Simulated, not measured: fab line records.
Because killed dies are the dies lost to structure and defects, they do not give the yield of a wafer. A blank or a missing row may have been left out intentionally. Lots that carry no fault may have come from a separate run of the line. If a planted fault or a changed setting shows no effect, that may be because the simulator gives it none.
Which tool was responsible?    flow n5Finfet    Sampling: 9 lots, 27 wafers, 4 of 1938 route steps

WHAT EACH GAUGE READ, for each wafer
N5_BEOL_M6_CD_MEAS_28: the cd target is 40 nm.
lot   measured      on        cdNm (nm)
L397  day 10 08:28  cdSem-01  39.92 40.06 39.86
L399  day 10 10:56  cdSem-02  40.18 40.24 40.07
L398  day 10 14:54  cdSem-02  39.97 39.79 39.96
L400  day 10 22:10  cdSem-02  39.96 39.74 39.85
L404  day 11 17:49  cdSem-01  41.56 40.83 42.06
L407  day 13 00:19  cdSem-02  39.66 40.04 39.71
L410  day 13 02:04  cdSem-03  39.89 40.07 40.26
L409  day 13 05:32  cdSem-03  39.88 40.19 39.67
L417  day 14 23:28  cdSem-02  39.68 39.88 39.93

WHAT TOOL EACH LOT RAN ON (gives the tool, then ch and the chambers of the sampled wafers, and finally the start)
lot   N5_BEOL_M5_CO_CAP_78             N5_BEOL_M6_ETCH_62                 N5_BEOL_M6_EXPOSE_25
L397  cvdCo-01 ch 0,1, day 10 05:32    rieDiel-05 ch 1,2, day 10 07:35    euvScanner-01 ch 0, day 10 08:19
L399  cvdCo-01 ch 0,1,2, day 10 07:37  rieDiel-05 ch 0,2, day 10 09:37    euvScanner-01 ch 0, day 10 10:49
L398  cvdCo-02 ch 0,1,2, day 10 09:19  rieDiel-03 ch 0,1,3, day 10 12:42  euvScanner-01 ch 0, day 10 14:46
L400  cvdCo-01 ch 0,1,2, day 10 17:16  rieDiel-03 ch 0,1,2, day 10 20:26  euvScanner-01 ch 0, day 10 22:02
L404  cvdCo-02 ch 0,1,2, day 11 13:49  rieDiel-01 ch 1,2,3, day 11 16:56  euvScanner-01 ch 0, day 11 17:41
L407  cvdCo-01 ch 0,1, day 12 20:34    rieDiel-01 ch 1,3, day 12 23:31    euvScanner-02 ch 0, day 13 00:11
L410  cvdCo-02 ch 0,2, day 12 21:26    rieDiel-05 ch 1,3, day 13 00:56    euvScanner-02 ch 0, day 13 01:57
L409  cvdCo-02 ch 0,2, day 13 01:32    rieDiel-05 ch 0,3, day 13 04:37    euvScanner-02 ch 0, day 13 05:24
L417  cvdCo-02 ch 1,2, day 14 20:03    rieDiel-03 ch 0,1, day 14 22:35    euvScanner-02 ch 0, day 14 23:21
- N5_BEOL_M5_CO_CAP_78: material Co, precursor CCTBA/H2, target thk 2 nm, time 102.1 s.
- N5_BEOL_M6_ETCH_62: etches SOC in N2/H2, target depth 110 nm, overetch 22 nm, time 165 s.
- N5_BEOL_M6_EXPOSE_25: exposes mask V5, target cd 40 nm.

THE ANSWER, worked out from the rows above alone
Rule: what is usual is taken from the lots themselves. The widest of any qualifying gaps counts: lots, ordered by their means at a reading, are off when they make up no more than a third of the lots, leave a main group of 4 or more, and stand apart from it by 3 or more times the standard deviation of that group's means. The tables above print the reading to a certain number of digits; a main group whose means all agree to those digits is not used. A lot without any number at a reading at which 4 lots or more have one is off too. All remaining lots with rows at the step are treated as sound.
Off at N5_BEOL_M6_CD_MEAS_28 (cdNm): L404. Main group: mean 39.94 nm, sd 0.12.
A tool fits if, at a process step before that reading, it ran every lot that is off, and no sound lot after the first of them. Those tools and the gauges at N5_BEOL_M6_CD_MEAS_28 are tried in the same way. Undecided on this evidence; 2 tools fit (euvScanner-01 at N5_BEOL_M6_EXPOSE_25, cdSem-01 at N5_BEOL_M6_CD_MEAS_28).

WHAT WAS PUT IN BY THE SIMULATOR
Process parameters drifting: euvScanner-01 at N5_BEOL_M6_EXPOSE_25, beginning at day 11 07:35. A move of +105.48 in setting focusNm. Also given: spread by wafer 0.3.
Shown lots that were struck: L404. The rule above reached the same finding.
